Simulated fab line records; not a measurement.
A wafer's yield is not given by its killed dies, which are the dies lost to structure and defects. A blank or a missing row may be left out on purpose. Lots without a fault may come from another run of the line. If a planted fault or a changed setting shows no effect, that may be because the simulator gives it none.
Comparing a struck lot with a sound one | flow n5_finfet | 26 out of 1938 route steps
Sound: wafers L176.2, L176.3, L176.5. The struck wafers were L172.2, L172.5, L172.6. Last of all comes the cause.
Order at every step that has rows: each side's tool, ch and its chambers, its first start. Under that, the readings that differ: sound wafers | struck wafers | difference of the means | sigmas: that difference in standard deviations of wafers without a fault.
alike: words and numbers the same on both sides, and readings whose means are apart by under 2 such deviations; not compared: readings that were withheld, readings missing a value for some wafer, numbers with overlapping values and no deviation given by the record, and bounds like >300 which may hide the same value.
A row with sigmas, a row that says differs or no value, or rows on one side alone: a step with any of these is where the two part. Numbers that don't overlap but have no deviation are shown without sigmas and don't part them. A reading missing from all wafers of one side parts the sides only when that side holds two or more wafers.

first, 9 steps without rows for these wafers: N5_BEOL_M4_ILD_DEP_00 (deposits SiOC from DEMS/O2, target thk 79 nm, time 15.3 s); N5_BEOL_M4_PECVD_72 (deposits SiO2 from TEOS/O2, target thk 16 nm, time 18 s); N5_BEOL_M4_HM_DEP_02 (deposits TiN, target thk 20 nm); N5_BEOL_M4_COAT_61 (time 60 s, resist thk 60 nm); N5_BEOL_M4_COAT_62 (time 60 s, resist thk 12 nm); N5_BEOL_M4_COAT_73 (time 60 s, resist thk 5 nm); N5_BEOL_M4_COAT_05 (resist thk 30 nm); N5_BEOL_M4_EBR_07; N5_BEOL_M4_SOFTBAKE_06 (time 60 s).
N5_BEOL_M4_EXPOSE_08: exposes mask M4.
  sound on euv_scanner-01 ch 0, day 13 11:16; struck on euv_scanner-02 ch 0, day 12 16:13
  reading              | sound             | struck            | difference | sigmas
  exposure_dose_mJ_cm2 | 41.18 41.18 41.21 | 38.79 38.83 38.82 | -2.38      | -61
  alike: mask
then, 2 steps without rows for these wafers: N5_BEOL_M4_PEB_09 (peb time 60 s); N5_BEOL_M4_DEVELOP_10 (develop time 30 s).
N5_BEOL_M4_CD_MEAS_11: target cd 16.79 nm.
  sound on cd_sem-01 ch 0, day 13 11:23; struck on cd_sem-03 ch 0, day 12 16:20
  reading    | sound             | struck            | difference | sigmas
  cd_nm (nm) | 17.12 16.99 16.67 | 15.66 15.28 15.52 | -1.44      | -6
then, 1 step without rows for these wafers: N5_BEOL_M4_DESCUM_16 (chemistry O2, time 7 s).
N5_BEOL_M4_ETCH_74: etches underlayer in N2/H2, target depth 6.5 nm, time 5.2 s.
  sound on rie_diel-01 ch 0,1,2, day 13 11:32; struck on rie_diel-06 ch 0,2,3, day 12 16:29
  reading                         | sound | struck         | difference | sigmas
  model.BEOL_M4.cd_offset_nm (nm) | 0 0 0 | -1.4 -1.6 -1.6 | -1.5       |
  alike: bias_w, chamber_pressure_mTorr, drypump_motor_current_A, etch_rf_on_time_s, oes_product_au, rf_vpp_V, showerhead_plenum_p_Torr, throttle_valve_pct
  not compared: rf_hours_counter_h
then, 5 steps without rows for these wafers: N5_BEOL_M4_ETCH_63 (etches SiARC in CF4, target depth 15.6 nm, time 26 s); N5_BEOL_M4_ETCH_64 (etches SOC in N2/H2, target depth 75 nm, overetch 22.5 nm, time 121.9 s); N5_BEOL_M4_STRIP_65 (strips in N2/H2); N5_BEOL_M4_STRIP_75 (strips in N2/H2); N5_BEOL_M4_STRIP_66 (strips in CF4).
N5_BEOL_M4_HM_OPEN_17: chemistry Cl2/BCl3, target TiN, target depth 20 nm, overetch 6 nm.
  sound on rie_metal-01 ch 1, day 13 11:47; struck on rie_metal-01 ch 0,1, day 12 16:43
  reading                         | sound         | struck         | difference | sigmas
  model.BEOL_M4.cd_offset_nm (nm) | 0.2 -0.2 -0.2 | -1.2 -1.8 -1.4 | -1.4       |
  alike: bias_w, chamber_pressure_mTorr, drypump_motor_current_A, oes_product_au, throttle_valve_pct
  not compared: rf_hours_counter_h
then, 1 step without rows for these wafers: N5_BEOL_M4_STRIP_19 (strips in O2).
N5_BEOL_M4_CD_MEAS_18: pitch 36 nm, target cd 18 nm.
  sound: cd_sem-01 at day 13 12:08; struck: cd_sem-01 at day 12 16:55
  reading    | sound          | struck         | difference | sigmas
  cd_nm (nm) | 17.9 17.8 17.7 | 17.2 16.1 16.7 | -1.1       | -3
then, 1 step without rows for these wafers: N5_BEOL_M4_COAT_67 (time 60 s, resist thk 60 nm).
N5_BEOL_M4_RC_MEAS_101:
  the record has rows for the sound wafers here (prober-02 ch 0, day 14 04:25) and none for the struck ones
-- a jump in the record: the struck wafers' starts before and after are 5 days apart (it breaks off in module BEOL_M4 and resumes in module PASSIVATION, where the first step shown is number 1936 of the route) --
N5_PASSIVATION_PROBE_49:
  sound: prober-02 at day 18 21:59; struck: prober-01 at day 17 21:45
  reading                  | sound          | struck         | difference | sigmas
  defect_limited_yield (%) | 90.4 89.2 89.2 | 9.2 10.1 7.5   | -80.7      | -54
  killed_at_M4_up          | 15 12 14       | 975 971 986    | +964       | +99 or more
  killed_dies              | 113 127 127    | 1071 1061 1091 | +952       | +53
  killed_on_rim            | 17 21 10       | 135 136 136    | +120       | +28
  sort_bin_5_function (%)  | 5.6 6.3 6.2    | 63.3 62.2 65.4 | +57.6      | +58
  sort_bin_6_memory (%)    | 3.6 4.3 4.2    | 17.5 17.5 17.1 | +13.3      | +19
  sort_n_pass              | 1067 1053 1053 | 109 119 89     | -952       | -53
  sort_yield_pct (%)       | 90.4 89.2 89.2 | 9.2 10.1 7.5   | -80.7      | -54
  alike: killed_at_M0_to_M3, killed_at_contacts, killed_at_front_end, killed_at_other, killed_open, killed_short

WHERE THEY PART
Earliest at N5_BEOL_M4_EXPOSE_08; latest, in this record, at N5_PASSIVATION_PROBE_49.

WHY: what had been put in by the simulator
Process parameter drift: euv_scanner-02, from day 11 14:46 on, at N5_BEOL_M4_EXPOSE_08. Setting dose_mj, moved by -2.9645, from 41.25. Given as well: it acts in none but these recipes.
